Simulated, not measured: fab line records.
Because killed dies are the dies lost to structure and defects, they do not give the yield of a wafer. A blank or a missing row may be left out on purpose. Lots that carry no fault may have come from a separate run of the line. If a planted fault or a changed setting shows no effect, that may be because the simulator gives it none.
fab line records | flow nand-harc
record: lots: 5 | wafers: 15 | last-day: 23
route steps=1159 shown P_ZERO_WELL@15 P_M1@298 END@1159
lots untouched by any fault: they come from a run of this same line in which no faults occurred
start-h: hours from the record's first day to the start of the lot's first wafer shown | wait-h: time in hours since the lot's previous step | " the same as in the row above | L1.1+2: a single row standing in for several wafers | - no value, or no start was given | * or withheld: withheld | < > ~ a bound
route shown NAME@n: a module of which the file shows steps, and the number in the route of the first | usual: average and standard deviation across the fault-free wafers | same: alike in all rows | chamber/n: place in a boat | sites: each site's reading | _std_site: standard deviation of those values | _edge_site: outer sites' mean less inner sites' | radius-mm: how far each site lies from the wafer's centre | mask NAME#n: copy n | behind: the most recent tool/chamber to have shaped the wafer | hold: what put the lot on hold/how long, in hours/how the hold closed | device: transistor that didn't switch, given as n, p or np | end of line: at the end of the route, the tests of the same wafers | for a step that has no rows: nothing shown but its recipe | killed: dies lost to structure and defects at the first sort, not the wafer's yield | map: a wafer's dies, x killed, . not, _ none there
set.NAME: the run value of the setting; set.NAME@STEP: its run value at that earlier step | model.NAME: the simulator's own value behind a step, which no gauge read
lots seen at some steps along the route; tables by step, rows by wafer
services: from which hour (start-h, from the record's first day; less than 0 if before it) a tool's chamber was out of use, for how many hours, and why
== steps ==
step: NHARC_P_ZERO_WELL_HARDBAKE_12
recipe: temp-c: 118 | time-s: 65
step: NHARC_P_ZERO_WELL_DESCUM_13
recipe: time-s: 3 | o2-flow-sccm: 200 | ar-flow-sccm: 0 | bias-power-w: 0 | chemistry: O2
step: NHARC_P_ZERO_WELL_ETCH_65
recipe: target-depth-a: 800 | overetch-a: 240 | time-s: 87.88 | ion-energy-ev: 200 | n2-flow-sccm: 150 | h2-flow-sccm: 150 | ar-flow-sccm: 0 | rf-w: 400 | bias-w: 150 | chemistry: N2/H2
step: NHARC_P_ZERO_WELL_ETCH_62
recipe: target-depth-a: 130 | time-s: 6.5 | chf3-flow-sccm: 50 | ar-flow-sccm: 200 | rf-w: 500 | bias-w: 200 | chemistry: CHF3/Ar
step: NHARC_P_ZERO_WELL_ETCH_63
recipe: target-depth-a: 1200 | time-s: 40.1 | hbr-flow-sccm: 150 | cl2-flow-sccm: 50 | rf-w: 400 | icp-w: 400 | bias-w: 100 | chemistry: HBr/Cl2
step: NHARC_P_ZERO_WELL_STRIP_15
recipe: time-s: 900 | temp-c: 130 | chemistry: SPM
step: NHARC_P_ZERO_WELL_DEHYDRATE_16
recipe: temp-c: 150 | time-s: 120
step: NHARC_P_ZERO_WELL_HMDS_17
recipe: time-s: 30
step: NHARC_P_ZERO_WELL_COAT_18
recipe: spin-rpm: withheld
step: NHARC_P_ZERO_WELL_SOFTBAKE_19
recipe: temp-c: 122 | time-s: 95
step: NHARC_P_ZERO_WELL_EBR_20
step: NHARC_P_ZERO_WELL_EXPOSE_21
recipe: na: 0.6 | target-cd-nm: 720 | dose-mj: 22.31 | mask-id: P_NWELL
usual: reticle-temp-C: 23.01/0.11
same: na: 0.6
lot.wafer | tool           | chamber | start-h | wait-h | mask      | reticle-temp-C | model.P_ZERO_WELL.overlay-x-nm
L639.1    | krf-scanner-02 | 0       | 68.35   | -      | P_NWELL#0 | 23.10          | -9.302
L639.2    | "              | 0       | "       | "      | P_NWELL#0 | 22.94          | -9.302
L639.5    | "              | 0       | "       | "      | P_NWELL#0 | 23.07          | -9.302
L641.2    | krf-scanner-03 | 0       | 80.47   | -      | P_NWELL#0 | 23.02          | -3.325
L641.5    | "              | 0       | "       | "      | P_NWELL#0 | 22.90          | -3.325
L641.6    | "              | 0       | "       | "      | P_NWELL#0 | 23.04          | -3.325
L642.1    | krf-scanner-02 | 0       | 86.60   | -      | P_NWELL#0 | 22.85          | 245.3
L642.3    | "              | 0       | "       | "      | P_NWELL#0 | 23.03          | 245.3
L642.6    | "              | 0       | "       | "      | P_NWELL#0 | 23.04          | 245.3
L643.4    | krf-scanner-02 | 0       | 92.34   | -      | P_NWELL#0 | 23.05          | 237.9
L643.5    | "              | 0       | "       | "      | P_NWELL#0 | 23.03          | 237.9
L643.6    | "              | 0       | "       | "      | P_NWELL#0 | 23.13          | 237.9
L650.2    | krf-scanner-02 | 0       | 134.38  | -      | P_NWELL#0 | 23.13          | 256.6
L650.4    | "              | 0       | "       | "      | P_NWELL#0 | 23.13          | 256.6
L650.6    | "              | 0       | "       | "      | P_NWELL#0 | 23.10          | 256.6
step: NHARC_P_ZERO_WELL_PEB_22
recipe: peb-temp-c: 118 | peb-time-s: 85
step: NHARC_P_ZERO_WELL_DEVELOP_23
recipe: time-s: 70
step: NHARC_P_ZERO_WELL_HARDBAKE_25
recipe: temp-c: 125 | time-s: 80
step: NHARC_P_ZERO_WELL_DESCUM_26
recipe: time-s: 3 | o2-flow-sccm: 200 | ar-flow-sccm: 0 | bias-power-w: 0 | chemistry: O2
step: NHARC_P_ZERO_WELL_IMPLANT_27
recipe: energy-kev: 600 | dose-cm2: 1e+13 | tilt-deg: 7
step: NHARC_P_ZERO_WELL_IMPLANT_57
recipe: energy-kev: 250 | dose-cm2: 4e+12 | tilt-deg: 7
step: NHARC_P_ZERO_WELL_IMPLANT_58
recipe: energy-kev: 100 | dose-cm2: 2e+12 | tilt-deg: 7
step: NHARC_P_ZERO_WELL_STRIP_28
recipe: time-s: 840 | temp-c: 130 | chemistry: SPM
step: NHARC_P_ZERO_WELL_DEHYDRATE_29
recipe: temp-c: 150 | time-s: 120
step: NHARC_P_ZERO_WELL_HMDS_30
recipe: time-s: 30
step: NHARC_P_ZERO_WELL_COAT_31
recipe: spin-rpm: withheld
step: NHARC_P_ZERO_WELL_SOFTBAKE_32
recipe: temp-c: 122 | time-s: 95
step: NHARC_P_ZERO_WELL_EBR_33
step: NHARC_P_ZERO_WELL_EXPOSE_34
recipe: na: 0.6 | target-cd-nm: 720 | dose-mj: 22.31 | mask-id: P_PWELL
step: NHARC_P_ZERO_WELL_PEB_35
recipe: peb-temp-c: 118 | peb-time-s: 85
step: NHARC_P_ZERO_WELL_DEVELOP_36
recipe: time-s: 70
step: NHARC_P_ZERO_WELL_HARDBAKE_38
recipe: temp-c: 125 | time-s: 80
step: NHARC_P_ZERO_WELL_DESCUM_39
recipe: time-s: 3 | o2-flow-sccm: 200 | ar-flow-sccm: 0 | bias-power-w: 0 | chemistry: O2
step: NHARC_P_ZERO_WELL_IMPLANT_40
recipe: energy-kev: 300 | dose-cm2: 1e+13 | tilt-deg: 7
step: NHARC_P_ZERO_WELL_IMPLANT_59
recipe: energy-kev: 120 | dose-cm2: 5e+12 | tilt-deg: 7
step: NHARC_P_ZERO_WELL_IMPLANT_60
recipe: energy-kev: 30 | dose-cm2: 2e+12 | tilt-deg: 7
step: NHARC_P_ZERO_WELL_STRIP_41
recipe: time-s: 840 | temp-c: 130 | chemistry: SPM
step: NHARC_P_ZERO_WELL_DEHYDRATE_44
recipe: temp-c: 150 | time-s: 120
step: NHARC_P_ZERO_WELL_HMDS_45
recipe: time-s: 30
step: NHARC_P_ZERO_WELL_COAT_46
recipe: spin-rpm: withheld
step: NHARC_P_ZERO_WELL_SOFTBAKE_47
recipe: temp-c: 122 | time-s: 95
step: NHARC_P_ZERO_WELL_EBR_48
step: NHARC_P_M1_DESCUM_14
recipe: time-s: 3 | o2-flow-sccm: 200 | ar-flow-sccm: 0 | bias-power-w: 0 | chemistry: O2
usual: drypump-motor-current-A: 5.6/0.45 | oes-product-au: 0.999/0.0068 | rf-vpp-V: 57.9/0.9 | showerhead-plenum-p-Torr: 1.93/0.074 | throttle-valve-pct: 11.312/0.0089
lot.wafer | tool        | chamber | start-h | wait-h | drypump-motor-current-A | oes-product-au | rf-hours-counter-h | rf-vpp-V | showerhead-plenum-p-Torr | throttle-valve-pct | model.P_M1.cd-nm
L639.2    | rie-diel-08 | 3       | 165.52  | 0.1    | 6.1                     | 0.996          | 1                  | 56.5     | 1.97                     | 11.314             | 130.4
L639.1    | "           | 0       | "       | "      | 5.2                     | 0.993          | 1                  | 59.0     | 2.02                     | 11.286             | 130.9
L639.5    | "           | 3       | "       | "      | 6.1                     | 0.994          | -                  | 58.3     | 1.97                     | 11.319             | 130.2
L641.2    | rie-diel-12 | 2       | 180.11  | 0.1    | 5.9                     | 1.001          | 9                  | 57.7     | 2.06                     | 11.318             | 128.9
L641.6    | "           | 0       | "       | "      | 6.1                     | 1.012          | -                  | 56.6     | 1.93                     | 11.292             | 129.2
L641.5    | "           | 1       | "       | "      | 5.6                     | 0.989          | -                  | 56.8     | 1.84                     | 11.311             | 129.8
L642.1    | rie-diel-08 | 3       | 194.52  | 0.1    | 6.1                     | 1.004          | 2                  | 58.0     | 1.97                     | 11.317             | 130.7
L642.3    | "           | 1       | "       | "      | 5.1                     | 1.002          | 2                  | 57.9     | 1.96                     | 11.328             | 129.7
L642.6    | "           | 0       | "       | "      | 5.2                     | 0.993          | -                  | 58.0     | 2.02                     | 11.305             | 130.8
L643.4    | rie-diel-12 | 1       | 199.60  | 0.1    | 5.6                     | 1.001          | 9                  | 57.4     | 1.84                     | 11.302             | 131
L643.6    | "           | 2       | "       | "      | 5.9                     | 1.002          | -                  | 58.7     | 2.06                     | 11.308             | 131
L643.5    | "           | 3       | "       | "      | 5.9                     | 1.004          | -                  | 57.8     | 1.88                     | 11.308             | 130.7
L650.2    | rie-diel-08 | 0       | 238.77  | 0.1    | 5.2                     | 0.980          | 3                  | 59.5     | 2.02                     | 11.309             | 124
L650.4    | "           | 1       | "       | "      | 5.1                     | 0.989          | 3                  | 58.9     | 1.96                     | 11.304             | 123.8
L650.6    | "           | 1       | "       | "      | 5.1                     | 0.994          | -                  | 58.5     | 1.96                     | 11.298             | 123.1
step: NHARC_P_M1_ETCH_28
recipe: target-depth-a: 300 | over-etch-frac: 0.3 | time-s: 72.99 | ion-energy-ev: 150 | cf4-flow-sccm: 50 | n2-flow-sccm: 100 | ar-flow-sccm: 150 | rf-w: 300 | bias-w: 100 | chemistry: CF4/N2
usual: drypump-motor-current-A: 5.7/0.47 | oes-product-au: 0.999/0.0073 | rf-vpp-V: 314.3/1.8 | showerhead-plenum-p-Torr: 2.64/0.099 | throttle-valve-pct: 19.793/0.0092
lot.wafer | tool        | chamber | start-h | wait-h | drypump-motor-current-A | oes-product-au | rf-hours-counter-h | rf-vpp-V | showerhead-plenum-p-Torr | throttle-valve-pct | model.P_M1.cd-nm
L639.2    | rie-diel-08 | 1       | -       | -      | 5.1                     | 0.979          | 1                  | 314.6    | 2.69                     | 19.792             | 130.6
L639.1    | "           | 3       | "       | "      | 6.1                     | 0.998          | 1                  | 315.4    | 2.70                     | 19.795             | 130.9
L639.5    | "           | 2       | "       | "      | 5.3                     | 0.987          | -                  | 315.3    | 2.64                     | 19.799             | 130.5
L641.2    | rie-diel-08 | 0       | -       | -      | 5.2                     | 0.980          | 1                  | 316.2    | 2.77                     | 19.795             | 129.1
L641.5    | "           | 0       | "       | "      | 5.2                     | 0.982          | -                  | 316.2    | 2.77                     | 19.805             | 129.7
L641.6    | "           | 1       | "       | "      | 5.2                     | 0.997          | -                  | 315.3    | 2.69                     | 19.804             | 129
L642.1    | rie-diel-12 | 3       | -       | -      | 5.8                     | 0.998          | 10                 | 313.0    | 2.59                     | 19.783             | 130.8
L642.3    | "           | 1       | "       | "      | 5.6                     | 0.996          | 9                  | 312.6    | 2.53                     | 19.797             | 130
L642.6    | "           | 3       | "       | "      | 5.8                     | 1.000          | -                  | 314.0    | 2.59                     | 19.794             | 130.9
L643.4    | rie-diel-08 | 2       | -       | -      | 5.2                     | 0.998          | 2                  | 316.2    | 2.64                     | 19.782             | 131
L643.6    | "           | 2       | "       | "      | 5.2                     | 0.988          | -                  | 313.7    | 2.64                     | 19.798             | 130.5
L643.5    | "           | 3       | "       | "      | 6.1                     | 1.001          | -                  | 317.2    | 2.70                     | 19.803             | 130.9
L650.4    | rie-diel-08 | 3       | -       | -      | 6.1                     | 1.001          | 3                  | 315.6    | 2.70                     | 19.791             | 122.9
L650.2    | "           | 1       | "       | "      | 5.1                     | 1.002          | 3                  | 315.2    | 2.69                     | 19.788             | 123.5
L650.6    | "           | 0       | "       | "      | 5.2                     | 0.996          | -                  | 315.9    | 2.77                     | 19.786             | 122.3
step: NHARC_END_SORT_01
recipe: temp-c: 25
usual: killed-at-array: 28/11 | killed-at-other: 0.8/1.3 | killed-at-periphery: 3.6/2.5 | killed-dies: 32/11 | killed-open: 3.0/1.8 | killed-short: 2.0/1.5
same: gross-dies: 677
lot.wafer | tool      | chamber | start-h | wait-h | killed-at-array | killed-at-other | killed-at-periphery | killed-dies | killed-open | killed-short
L641.2    | prober-01 | 0       | 509.49  | 2.8    | 19              | 1               | 3                   | 23          | 1           | 1
L641.5    | prober-01 | 0       | 511.89  | 3.7    | 31              | 1               | 0                   | 32          | 4           | 1
L641.6    | prober-01 | 0       | 512.69  | 4.0    | 18              | 0               | 5                   | 23          | 3           | 0
L642.1    | prober-01 | 0       | 516.52  | 2.5    | 27              | 0               | 650                 | 677         | 2           | 3
L642.3    | prober-01 | 0       | 518.14  | 3.1    | 30              | 0               | 647                 | 677         | 0           | 3
L642.6    | prober-01 | 0       | 520.58  | 4.1    | 21              | 0               | 656                 | 677         | 5           | 1
L643.4    | prober-02 | 0       | 518.76  | 3.4    | 33              | 0               | 644                 | 677         | 2           | 0
L643.5    | prober-02 | 0       | 519.57  | 3.7    | 36              | 0               | 641                 | 677         | 6           | 2
L643.6    | prober-02 | 0       | 520.37  | 4.0    | 31              | 0               | 646                 | 677         | 2           | 1
L650.2    | prober-01 | 0       | 548.67  | 2.8    | 28              | 0               | 649                 | 677         | 5           | 3
L650.4    | prober-01 | 0       | 550.27  | 3.4    | 41              | 2               | 634                 | 677         | 5           | 4
L650.6    | prober-01 | 0       | 551.87  | 4.0    | 37              | 0               | 640                 | 677         | 3           | 2
killed by level:class
L641.2 A_CHANNEL_HOLE_D1:chamber-film-flake=12 P_BONDPAD:chamber-film-flake=2 A_STAIRCASE:chamber-film-flake=2 A_WL_FILL:chamber-film-flake=2 A_SGD_CUT:geometric-particle:open=1 A_WL_FILL:geometric-particle:short=1 P_M0:chamber-film-flake=1 A_CONTACT:chamber-film-flake=1
L641.5 A_CHANNEL_HOLE_D1:chamber-film-flake=15 A_STAIRCASE:chamber-film-flake=5 A_CONTACT:chamber-film-flake=4 A_WL_FILL:chamber-film-flake=2 A_CHANNEL_FILL_D1:geometric-particle:short=1 A_WL_FILL:geometric-particle:open=1 A_CONTACT:geometric-particle:open=1 A_M0:geometric-particle:open=1
L641.6 A_STAIRCASE:chamber-film-flake=8 A_CHANNEL_HOLE_D1:chamber-film-flake=6 A_WL_FILL:chamber-film-flake=2 P_CONTACT:geometric-particle:open=1 P_M0:geometric-particle:open=1 A_WL_FILL:geometric-particle:open=1 P_STI:chamber-film-flake=1 P_M0:chamber-film-flake=1
L642.1 P_ZERO_WELL:overlay=639 A_CHANNEL_HOLE_D1:chamber-film-flake=17 P_CONTACT:chamber-film-flake=6 A_M1:chamber-film-flake=4 A_STAIRCASE:chamber-film-flake=2 A_CONTACT:chamber-film-flake=2 P_GATE:geometric-particle:open=1 P_M0:geometric-particle:short=1
L642.3 P_ZERO_WELL:overlay=647 A_CHANNEL_HOLE_D1:chamber-film-flake=20 A_STAIRCASE:chamber-film-flake=4 A_M1:chamber-film-flake=2 A_SOURCE_PLATE:geometric-particle:short=1 A_ONON_D1:geometric-particle:short=1 A_WL_FILL:geometric-particle:short=1 A_CONTACT:chamber-film-flake=1
L643.4 P_ZERO_WELL:overlay=643 A_SLIT:chamber-film-flake=19 A_STAIRCASE:chamber-film-flake=6 A_CHANNEL_HOLE_D1:chamber-film-flake=3 A_ZERO_WELL:chamber-film-flake=2 A_CONTACT:chamber-film-flake=2 P_M0:geometric-particle:open=1 A_BLC:geometric-particle:open=1
L643.5 P_ZERO_WELL:overlay=638 A_SLIT:chamber-film-flake=17 A_CHANNEL_HOLE_D1:chamber-film-flake=9 A_STAIRCASE:chamber-film-flake=3 A_BLC:geometric-particle:open=2 P_M0:geometric-particle:open=1 P_M1:geometric-particle:short=1 A_ONON_D1:geometric-particle:open=1
L643.6 P_ZERO_WELL:overlay=645 A_SLIT:chamber-film-flake=13 A_CHANNEL_HOLE_D1:chamber-film-flake=7 A_STAIRCASE:chamber-film-flake=4 A_CONTACT:chamber-film-flake=3 P_CONTACT:geometric-particle:open=1 A_CONTACT:geometric-particle:short=1 A_M0:geometric-particle:open=1
L642.6 P_ZERO_WELL:overlay=652 A_CHANNEL_HOLE_D1:chamber-film-flake=5 P_CONTACT:chamber-film-flake=4 A_STAIRCASE:chamber-film-flake=4 A_CONTACT:geometric-particle:open=3 A_M1:chamber-film-flake=3 A_ONON_D1:geometric-particle:open=2 A_CONTACT:chamber-film-flake=2
L650.2 P_ZERO_WELL:overlay=648 A_SLIT:chamber-film-flake=14 A_STAIRCASE:chamber-film-flake=3 A_WL_FILL:geometric-particle:short=2 A_CHANNEL_HOLE_D1:chamber-film-flake=2 P_M0:geometric-particle:open=1 A_ONON_D1:geometric-particle:short=1 A_CHANNEL_HOLE_D1:geometric-particle:open=1
L650.4 P_ZERO_WELL:overlay=631 A_SLIT:chamber-film-flake=19 A_CHANNEL_HOLE_D1:chamber-film-flake=8 A_STAIRCASE:chamber-film-flake=4 THIN_TSV:chamber-film-flake=2 A_ZERO_WELL:chamber-film-flake=2 P_GATE:geometric-particle:short=1 P_CONTACT:geometric-particle:open=1
L650.6 P_ZERO_WELL:overlay=637 A_SLIT:chamber-film-flake=18 A_CHANNEL_HOLE_D1:chamber-film-flake=7 A_STAIRCASE:chamber-film-flake=3 P_GATE:chamber-film-flake=2 A_CHANNEL_FILL_D1:chamber-film-flake=2 A_CONTACT:chamber-film-flake=2 P_M1:geometric-particle:short=1
map L642.1 (x killed, . not)
____________x____________
_________xxxxxxx_________
_______xxxxxxxxxxx_______
______xxxxxxxxxxxxx______
_____xxxxxxxxxxxxxxx_____
____xxxxxxxxxxxxxxxxx____
____xxxxxxxxxxxxxxxxx____
___xxxxxxxxxxxxxxxxxxx___
___xxxxxxxxxxxxxxxxxxx___
__xxxxxxxxxxxxxxxxxxxxx__
__xxxxxxxxxxxxxxxxxxxxx__
_xxxxxxxxxxxxxxxxxxxxxxx_
_xxxxxxxxxxxxxxxxxxxxxxx_
_xxxxxxxxxxxxxxxxxxxxxxx_
_xxxxxxxxxxxxxxxxxxxxxxx_
_xxxxxxxxxxxxxxxxxxxxxxx_
xxxxxxxxxxxxxxxxxxxxxxxxx
xxxxxxxxxxxxxxxxxxxxxxxxx
xxxxxxxxxxxxxxxxxxxxxxxxx
xxxxxxxxxxxxxxxxxxxxxxxxx
xxxxxxxxxxxxxxxxxxxxxxxxx
_xxxxxxxxxxxxxxxxxxxxxxx_
_xxxxxxxxxxxxxxxxxxxxxxx_
_xxxxxxxxxxxxxxxxxxxxxxx_
_xxxxxxxxxxxxxxxxxxxxxxx_
_xxxxxxxxxxxxxxxxxxxxxxx_
__xxxxxxxxxxxxxxxxxxxxx__
__xxxxxxxxxxxxxxxxxxxxx__
___xxxxxxxxxxxxxxxxxxx___
___xxxxxxxxxxxxxxxxxxx___
____xxxxxxxxxxxxxxxxx____
____xxxxxxxxxxxxxxxxx____
_____xxxxxxxxxxxxxxx_____
______xxxxxxxxxxxxx______
_______xxxxxxxxxxx_______
_________xxxxxxx_________
____________x____________
map L643.4 (x killed, . not)
____________x____________
_________xxxxxxx_________
_______xxxxxxxxxxx_______
______xxxxxxxxxxxxx______
_____xxxxxxxxxxxxxxx_____
____xxxxxxxxxxxxxxxxx____
____xxxxxxxxxxxxxxxxx____
___xxxxxxxxxxxxxxxxxxx___
___xxxxxxxxxxxxxxxxxxx___
__xxxxxxxxxxxxxxxxxxxxx__
__xxxxxxxxxxxxxxxxxxxxx__
_xxxxxxxxxxxxxxxxxxxxxxx_
_xxxxxxxxxxxxxxxxxxxxxxx_
_xxxxxxxxxxxxxxxxxxxxxxx_
_xxxxxxxxxxxxxxxxxxxxxxx_
_xxxxxxxxxxxxxxxxxxxxxxx_
xxxxxxxxxxxxxxxxxxxxxxxxx
xxxxxxxxxxxxxxxxxxxxxxxxx
xxxxxxxxxxxxxxxxxxxxxxxxx
xxxxxxxxxxxxxxxxxxxxxxxxx
xxxxxxxxxxxxxxxxxxxxxxxxx
_xxxxxxxxxxxxxxxxxxxxxxx_
_xxxxxxxxxxxxxxxxxxxxxxx_
_xxxxxxxxxxxxxxxxxxxxxxx_
_xxxxxxxxxxxxxxxxxxxxxxx_
_xxxxxxxxxxxxxxxxxxxxxxx_
__xxxxxxxxxxxxxxxxxxxxx__
__xxxxxxxxxxxxxxxxxxxxx__
___xxxxxxxxxxxxxxxxxxx___
___xxxxxxxxxxxxxxxxxxx___
____xxxxxxxxxxxxxxxxx____
____xxxxxxxxxxxxxxxxx____
_____xxxxxxxxxxxxxxx_____
______xxxxxxxxxxxxx______
_______xxxxxxxxxxx_______
_________xxxxxxx_________
____________x____________
== services ==
tool           | chamber | start-h | hours | kind
rie-diel-08    | 0       | 54.80   | -     | clean
rie-diel-08    | 1       | 54.80   | -     | clean
rie-diel-08    | 2       | 54.80   | -     | clean
rie-diel-08    | 3       | 54.80   | -     | clean
rie-diel-08    | 0       | 79.30   | -     | clean
rie-diel-08    | 1       | 79.30   | -     | clean
rie-diel-08    | 2       | 79.30   | -     | clean
rie-diel-08    | 3       | 79.30   | -     | clean
rie-diel-08    | 0       | 103.80  | -     | clean
rie-diel-08    | 1       | 103.80  | -     | clean
rie-diel-08    | 2       | 103.80  | -     | clean
rie-diel-08    | 3       | 103.80  | -     | clean
rie-diel-08    | 0       | 107.03  | 5.1   | repair
rie-diel-08    | -       | 124.80  | 9.0   | pm
rie-diel-08    | 0       | 124.80  | 9.0   | vent-cycle
rie-diel-08    | 1       | 124.80  | 9.0   | vent-cycle
rie-diel-08    | 2       | 124.80  | 9.0   | vent-cycle
rie-diel-08    | 3       | 124.80  | 9.0   | vent-cycle
rie-diel-08    | 0       | 133.80  | -     | clean
krf-scanner-03 | -       | 168.00  | 4.0   | pm
krf-scanner-03 | -       | 199.47  | 0.5   | repair
rie-diel-12    | -       | 202.40  | 9.0   | pm
krf-scanner-02 | -       | 210.00  | 4.0   | pm
rie-diel-12    | 0       | 231.48  | 9.0   | repair
== key ==
first-sign: step: NHARC_END_SORT_01 | reading: killed-at-periphery | direction: up | sigmas: 99+ | usual: 3.6 | struck: 645.2
effect: step: NHARC_END_SORT_01 | reading: killed-dies | direction: up | sigmas: 58 | usual: 32 | struck: 677
model-effect: step: NHARC_P_ZERO_WELL_EXPOSE_21 | value: P_ZERO_WELL.overlay-x-nm | without: 0.2869 | struck: 246.6
model-effect: step: NHARC_P_M1_DESCUM_14 | value: P_M1.cd-nm | without: 130.4 | struck: 128.3
model-effect: step: NHARC_P_M1_ETCH_28 | value: P_M1.cd-nm | without: 130.2 | struck: 128.1
more-kills-born-at: NHARC_P_ZERO_WELL_EXPOSE_21@krf-scanner-02: 5780
met-at NHARC_P_ZERO_WELL_EXPOSE_21
struck-wafers L642.1,L642.3,L642.6,L643.4,L643.5,L643.6,L650.2,L650.4,L650.6
tester-left-out L642,L643,L650
loop-trim: step: NHARC_P_M1_EXPOSE_06 | setting: dose | lots: L650
onset-between 68.35 86.60
also-fits time
fault: kind: scanner-matching-overlay | tool: krf-scanner-02 | chamber: - | onset-h: 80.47 | steps: NHARC_P_ZERO_WELL_EXPOSE_21 | offset: 246.34
tester-left-out: of these lots the tester's yield and bins aren't shown, on N5 and GAA mostly nor the transistor test; their killed dies are dies lost to structure and defects alone, not to doping, threshold or leakage, so they don't give the yield
loop-trim: a control loop set the setting to another value than it would have without faults
